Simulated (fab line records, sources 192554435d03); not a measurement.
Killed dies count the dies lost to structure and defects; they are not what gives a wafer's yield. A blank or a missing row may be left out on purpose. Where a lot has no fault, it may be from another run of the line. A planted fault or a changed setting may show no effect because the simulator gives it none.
Lot-split experiment -- flow n5Finfet -- 39 wafers read across 7 lots, on a route 1938 steps long

THE SPLIT
At N5_BEOL_M11_DESCUM_16 (chemistry O2, time 7.9 s), the setting timeS was moved away from the recipe's 7.9 s on 12 of the 39 wafers read, by -52.6% to +40.1%. This setting was run at the recipe's value on the other wafers.

There is no step in the file separating the split from the reading.

THE READING
CAR-ArF_of_BEOL_M11_COAT_05.thkNm (the simulator's own value, which no gauge read), in nm, at N5_BEOL_M11_ETCH_61 (etches SiARC in CF4, target depth 39 nm, time 65 s). No usual value for it is given in the file. Average 55.4 nm, standard deviation 0.27 nm, over the 27 wafers here run with the recipe.

wafer,"tool, chamber at the split","timeS as run, s",against the recipe,"CAR-ArF_of_BEOL_M11_COAT_05.thkNm, nm",against lot-mates on the recipe
L074.1,"rieDiel-05, 3",7.9,recipe,56,-
L074.2,"rieDiel-05, 2",3.748,-52.6%,58.2,+2.4
L074.3,"rieDiel-05, 0",3.748,-52.6%,58.2,+2.4
L074.4,"rieDiel-05, 2",7.9,recipe,55.6,-
L074.5,"rieDiel-05, 0",3.748,-52.6%,58,+2.2
L074.6,"rieDiel-05, 3",7.9,recipe,55.8,-
L079.1,"rieDiel-01, 3,1",7.9,recipe,55.2,-
L079.2,"rieDiel-01, 3,1",7.9,recipe,55.2,-
L079.4,"rieDiel-01, 0",7.9,recipe,55.2,-
L082.1,"rieDiel-01, 0,2,3",7.9,recipe,55.2,-
L082.2,"rieDiel-01, 0,2,3",7.9,recipe,55.2,-
L082.4,"rieDiel-01, 0,2,3",7.9,recipe,55.2,-
L082.5,"rieDiel-01, 3",7.9,recipe,55.2,-
L082.3,"rieDiel-01, 1",7.9,recipe,55.4,-
L082.6,"rieDiel-01, 2",7.9,recipe,54.8,-
L085.1,"rieDiel-03, 3",7.9,recipe,55.2,-
L085.2,"rieDiel-03, 0,2,2",11.07,+40.1%,53.4,-1.9
L085.3,"rieDiel-03, 0,2,2",11.07,+40.1%,53.4,-1.9
L085.5,"rieDiel-03, 0,2,2",11.07,+40.1%,53.4,-1.9
L085.4,"rieDiel-03, 1",7.9,recipe,55.4,-
L085.6,"rieDiel-03, 3",7.9,recipe,55.4,-
L087.1,"rieDiel-05, 0",7.9,recipe,55.4,-
L087.6,"rieDiel-05, 1",7.9,recipe,55.4,-
L087.2,"rieDiel-05, 1,3",10.24,+29.6%,54.2,-1.3
L087.3,"rieDiel-05, 1,3",10.24,+29.6%,54.2,-1.3
L087.4,"rieDiel-05, 2",10.24,+29.6%,54,-1.5
L087.5,"rieDiel-05, 2",7.9,recipe,55.6,-
L097.1,"rieDiel-01, 2,0,3",7.9,recipe,55.6,-
L097.2,"rieDiel-01, 2,0,3",7.9,recipe,55.6,-
L097.3,"rieDiel-01, 2,0,3",7.9,recipe,55.6,-
L097.4,"rieDiel-01, 1",7.9,recipe,55.8,-
L097.5,"rieDiel-01, 1",7.9,recipe,56,-
L097.6,"rieDiel-01, 0",7.9,recipe,55.4,-
L096.1,"rieDiel-03, 1,3",7.9,recipe,55.4,-
L096.5,"rieDiel-03, 1,3",7.9,recipe,55.4,-
L096.2,"rieDiel-03, 2",10.34,+30.9%,54.2,-1.3
L096.3,"rieDiel-03, 3",7.9,recipe,55.6,-
L096.4,"rieDiel-03, 2",10.34,+30.9%,53.8,-1.7
L096.6,"rieDiel-03, 1",10.34,+30.9%,54,-1.5
The file does not say which wafer passed through which chamber wherever a row lists several chambers: such a row stands for several wafers.

THE FIT
A straight line over all 39 wafers: CAR-ArF_of_BEOL_M11_COAT_05.thkNm changes by -0.0496 nm for each +1% of timeS; r = -0.98; the points scatter about the line by 0.24 nm.
The same after taking each lot's own level away (the mean of its wafers on the recipe; 39 wafers): -0.0458 nm for each +1%; r = -0.99; scatter 0.14 nm.
According to that fit, moving timeS by its largest amount changes the reading by 2.4 nm.
Across the lots, their own levels run from 55.17 to 55.80 nm, a range of 2.4 times the standard deviation given above.
So the lot-to-lot level changes the slope little: the two slopes agree.
Check: with one of the wafers moved furthest among these (-52.6%) left out of the fit, the line predicts +2.39 nm for it against its lot-mates. Against them it came out at +2.4 nm.

THESE WAFERS: OTHER SPLITS
Before the reading, these wafers also passed through other splits. Each is held against what the fit with the lots' levels taken away leaves over:
other split on the same wafers,wafers away from the commonest value,r with CAR-ArF_of_BEOL_M11_COAT_05.thkNm (lot level and that fit taken away)
N5_BEOL_M3_ALD_98 aldCycles,15,+0.20
N5_BEOL_M6_ALD_77 aldCycles,12,+0.08
N5_BEOL_M10_TRENCH_ETCH_37 targetDepthA,15,-0.06

THE WHOLE CHAIN: every reading that the file lists as answering this split, in the file's order
step,what it does,reading,change (the file's fit),r (the file's)
N5_BEOL_M11_DESCUM_16,"chemistry O2, time 7.9 s","CAR-ArF_of_BEOL_M11_COAT_05.thkNm (the simulator's own value, which no gauge read)",-0.0471 nm for each +1% of the setting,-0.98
N5_BEOL_M11_ETCH_61,"etches SiARC in CF4, target depth 39 nm, time 65 s","CAR-ArF_of_BEOL_M11_COAT_05.thkNm (the simulator's own value, which no gauge read)",-0.0459 nm for each +1% of the setting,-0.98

FILE'S OWN FIT
CAR-ArF_of_BEOL_M11_COAT_05.thkNm changes by -0.0459 nm for each +1% of timeS, r = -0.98.
